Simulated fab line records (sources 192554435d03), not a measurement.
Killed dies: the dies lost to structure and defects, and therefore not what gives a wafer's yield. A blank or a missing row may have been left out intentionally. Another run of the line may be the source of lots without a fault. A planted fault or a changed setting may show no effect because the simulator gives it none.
A struck lot beside a sound one | flow n5 finfet | 18 steps out of a route of 1938
Sound: the wafers L189.4, L189.5, L189.6. Struck: wafer L187.5. (L187.2 of the same lot was not struck and is left out.) The cause comes at the end.
Per side, at each step with rows, come the tool, then ch with its chambers, and then its first start. Under that, the readings that differ: sound wafers | struck wafers | difference of the means | sigmas: that difference in standard deviations of wafers without a fault.
alike: same words and numbers on both sides, and readings whose means sit less than 2 such deviations apart. not compared: any withheld reading, any reading some wafer has no value for, any bound like >300 that may hide the same value, and any number with overlapping values for which the record gives no deviation.
Wherever a step has rows on one side only, a row that says differs or no value, or a row with sigmas, the two part there. Numbers that don't overlap but have no deviation are shown without sigmas and don't part them. A reading that every wafer of one side lacks parts them only if that side has two wafers or more.

first, 7 steps without rows for these wafers: N5_BEOL_M0_SAQP_COAT_82 (time 60 s, resist thk 30 nm); N5_BEOL_M0_SAQP_COAT_08 (resist thk 90 nm); N5_BEOL_M0_SAQP_EBR_10; N5_BEOL_M0_SAQP_SOFTBAKE_09 (time 60 s); N5_BEOL_M0_SAQP_EXPOSE_11 (exposes mask M0 CORE, target cd 42 nm); N5_BEOL_M0_SAQP_PEB_12 (peb time 60 s); N5_BEOL_M0_SAQP_DEVELOP_13 (develop time 30 s).
N5_BEOL_M0_SAQP_CD_MEAS_14: the cd target is 42.5 nm.
  sound on cd sem-01 ch 0, day 10 07:57; struck on cd sem-03 ch 0, day 9 20:30
  alike: cd nm
N5_BEOL_M0_SAQP_OVL_MEAS_15:
  sound on overlay-02 ch 0, day 10 07:59; struck on overlay-01 ch 0, day 9 20:32
  alike: M0_CORE_OVL
N5_BEOL_M0_SAQP_INSPECT_16: inspects for defects (brightfield).
  sound: defect inspect-02 at day 10 08:00; struck: defect inspect-02 at day 9 20:34
  alike: raw defect count
N5_BEOL_M0_SAQP_DESCUM_19: chemistry O2, time 7.9 s.
  sound on rie diel-01 ch 0,3, day 10 08:02; struck on rie diel-06 ch 3, day 9 20:35
  alike: drypump motor current A, oes product au, rf vpp V, showerhead plenum p Torr, throttle valve pct
  not compared: rf hours counter h
N5_BEOL_M0_SAQP_ETCH_83: etches SiARC in CF4, target depth 39 nm, time 65 s.
  sound on rie diel-01 ch 0,3, day 10 08:04; struck on rie diel-06 ch 3, day 9 20:37
  alike: drypump motor current A, etch rf on time s, oes product au, rf vpp V, showerhead plenum p Torr, throttle valve pct
  not compared: rf hours counter h
N5_BEOL_M0_SAQP_ETCH_84: etches SOC in N2/H2, target depth 100 nm, overetch 20 nm, time 150 s.
  sound on rie diel-01 ch 0,3, day 10 08:07; struck on rie diel-06 ch 3, day 9 20:40
  reading                                         | sound             | struck | difference | sigmas
  rf vpp V (V)                                    | 522.2 521.4 525.9 | 528.5  | +5.3       | +2
  run length s (s)                                | 172.9 172.9 172.9 | 183.0  | +10.1      | +23
  model.SiARC_of_BEOL_M0_SAQP_COAT_82.thk nm (nm) | 24.6 24.6 24.8    | 24     | -1         |
  alike: drypump motor current A, oes product au, showerhead plenum p Torr, throttle valve pct
  not compared: rf hours counter h
then, 1 step without rows for these wafers: N5_BEOL_M0_SAQP_STRIP_80 (strips in N2/H2).
N5_BEOL_M0_SAQP_HM_OPEN_112: chemistry CHF3/O2, target SiO2, stops on a-Si, target depth 12 nm, time 13.5 s.
  sound on rie diel-01 ch 0,3, day 10 08:14; struck on rie diel-06 ch 3, day 9 20:47
  reading                  | sound             | struck | difference | sigmas
  model.etch.depth nm (nm) | 11.95 11.87 12.02 | 11.78  | -0.17      |
  alike: drypump motor current A, oes product au, rf vpp V, showerhead plenum p Torr, throttle valve pct
  not compared: rf hours counter h
then, 1 step without rows for these wafers: N5_BEOL_M0_SAQP_STRIP_113 (strips in CHF3/O2).
-- a jump in the record: the struck wafers' starts before and after are 2 days apart (it breaks off in module BEOL_M0_SAQP and resumes in module BEOL_M4, where the first step shown is number 1111 of the route) --
N5_BEOL_M4_RC_MEAS_101:
  sound on prober-01 ch 0, day 12 22:23; struck on prober-02 ch 0, day 12 07:05
  alike: DIBL_N, DIBL_P, IOFF_N, IOFF_P, ION_N, ION_P, SS_N, SS_P, VT_N, VT_P
N5_PASSIVATION_PROBE_49:
  sound wafers here have rows in the record (prober-02, day 17 05:07); struck ones have none

## WHERE THEY PART
Last at N5_PASSIVATION_PROBE_49 as far as this record goes, first at N5_BEOL_M0_SAQP_ETCH_84.

WHY: what the simulator had put in
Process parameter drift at N5_BEOL_M0_SAQP_ETCH_84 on rie diel-06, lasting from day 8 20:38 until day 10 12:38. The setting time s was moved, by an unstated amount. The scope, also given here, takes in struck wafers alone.
